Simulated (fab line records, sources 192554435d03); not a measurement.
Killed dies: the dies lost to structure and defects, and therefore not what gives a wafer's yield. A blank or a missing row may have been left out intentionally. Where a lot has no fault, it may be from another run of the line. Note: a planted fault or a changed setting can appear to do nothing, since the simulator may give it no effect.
Lot-split experiment ; flow n5Finfet ; route with 1938 steps; 7 lots, 39 wafers read

== THE SPLIT ==
At N5_BEOL_M9_HM_DEP_02 (deposits TiN, target thk 20 nm), the setting targetThkA was moved away from the recipe's 200 angstrom on 9 of the 39 wafers read, by -59.3% to -38.2%. The other wafers ran this setting at the recipe's value.

== FROM THE SPLIT TO THE READING: what the file shows between them, 4 steps ==
- N5_BEOL_M9_COAT_59: time 60 s, resist thk 100 nm
- N5_BEOL_M9_COAT_60: time 60 s, resist thk 30 nm
- N5_BEOL_M9_STRIP_68: strips in N2/H2
- N5_BEOL_M9_STRIP_67: strips in CF4

== THE READING ==
etch.depthNm (the simulator's own value, which no gauge read), in nm, at N5_BEOL_M9_HM_OPEN_17 (chemistry Cl2/BCl3, target TiN, target depth 20 nm, overetch 6 nm). There is no usual value for it anywhere in the file. Average 19.973 nm, standard deviation 0.2 nm, over the 30 wafers here run with the recipe.

wafer;tool, chamber at the split;targetThkA as run, angstrom;against the recipe;etch.depthNm, nm;against lot-mates on the recipe
L076.1;pvdSputter-02, -;200;recipe;20.11;-
L076.3;pvdSputter-02, -;200;recipe;19.91;-
L076.6;pvdSputter-02, -;200;recipe;20.26;-
L081.1;pvdSputter-03, -;200;recipe;19.7;-
L081.2;pvdSputter-03, -;200;recipe;19.6;-
L081.3;pvdSputter-03, -;200;recipe;19.83;-
L081.4;pvdSputter-03, -;200;recipe;20.02;-
L081.5;pvdSputter-03, -;200;recipe;20.16;-
L081.6;pvdSputter-03, -;200;recipe;19.59;-
L089.1;pvdSputter-02, -;116.6;-41.7%;11.76;-8.327
L089.2;pvdSputter-02, -;200;recipe;20.27;-
L089.3;pvdSputter-02, -;200;recipe;19.87;-
L089.4;pvdSputter-02, -;200;recipe;20.12;-
L089.5;pvdSputter-02, -;116.6;-41.7%;11.7;-8.387
L089.6;pvdSputter-02, -;116.6;-41.7%;11.64;-8.447
L091.1;pvdSputter-03, -;200;recipe;19.73;-
L091.2;pvdSputter-03, -;200;recipe;19.93;-
L091.3;pvdSputter-03, -;200;recipe;20.04;-
L091.4;pvdSputter-03, -;200;recipe;20.37;-
L091.5;pvdSputter-03, -;200;recipe;19.83;-
L091.6;pvdSputter-03, -;200;recipe;20.22;-
L092.1;pvdSputter-01, -;200;recipe;19.83;-
L092.2;pvdSputter-01, -;123.6;-38.2%;12.45;-7.513
L092.3;pvdSputter-01, -;200;recipe;20;-
L092.4;pvdSputter-01, -;123.6;-38.2%;12.4;-7.563
L092.5;pvdSputter-01, -;200;recipe;20.06;-
L092.6;pvdSputter-01, -;123.6;-38.2%;12.39;-7.573
L095.1;pvdSputter-01, -;81.48;-59.3%;8.133;-11.807
L095.2;pvdSputter-01, -;81.48;-59.3%;8.072;-11.868
L095.3;pvdSputter-01, -;81.48;-59.3%;8.345;-11.595
L095.4;pvdSputter-01, -;200;recipe;19.85;-
L095.5;pvdSputter-01, -;200;recipe;19.9;-
L095.6;pvdSputter-01, -;200;recipe;20.07;-
L093.1;pvdSputter-02, -;200;recipe;20.27;-
L093.2;pvdSputter-02, -;200;recipe;20.03;-
L093.3;pvdSputter-02, -;200;recipe;19.75;-
L093.4;pvdSputter-02, -;200;recipe;20;-
L093.5;pvdSputter-02, -;200;recipe;19.98;-
L093.6;pvdSputter-02, -;200;recipe;19.88;-

THE FIT
A straight line over all 39 wafers: etch.depthNm changes by +0.199 nm for each +1% of targetThkA; r = +1.00; the points scatter about the line by 0.18 nm.
The same after taking each lot's own level away (the mean of its wafers on the recipe; 39 wafers): +0.199 nm for each +1%; r = +1.00; scatter 0.16 nm.
On that fit, the largest move of targetThkA shifts the reading by 12 nm.
Across the lots, their own levels run from 19.8167 to 20.0933 nm, a range of 1.4 times the standard deviation given above.
The two slopes are in agreement: the lot-to-lot level therefore moves the slope only a little.
Check: with one of the wafers moved furthest among these (-59.3%) left out of the fit, the line predicts -11.8 nm for it against its lot-mates. Against them it came out at -11.8 nm.

== THE WHOLE CHAIN: every reading that the file lists as answering this split, in the file's order ==
step;what it does;reading;change (the file's fit);r (the file's)
N5_BEOL_M9_HM_DEP_02;deposits TiN, target thk 20 nm;TiN_of_BEOL_M9_HM_DEP_02.thkNm (the simulator's own value, which no gauge read);+0.198 nm for each +1% of the setting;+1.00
N5_BEOL_M9_HM_OPEN_17;chemistry Cl2/BCl3, target TiN, target depth 20 nm, overetch 6 nm;etch.depthNm (the simulator's own value, which no gauge read);+0.199 nm for each +1% of the setting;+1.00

== THE FILE'S OWN FIT ==
etch.depthNm changes by +0.199 nm for each +1% of targetThkA, r = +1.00.
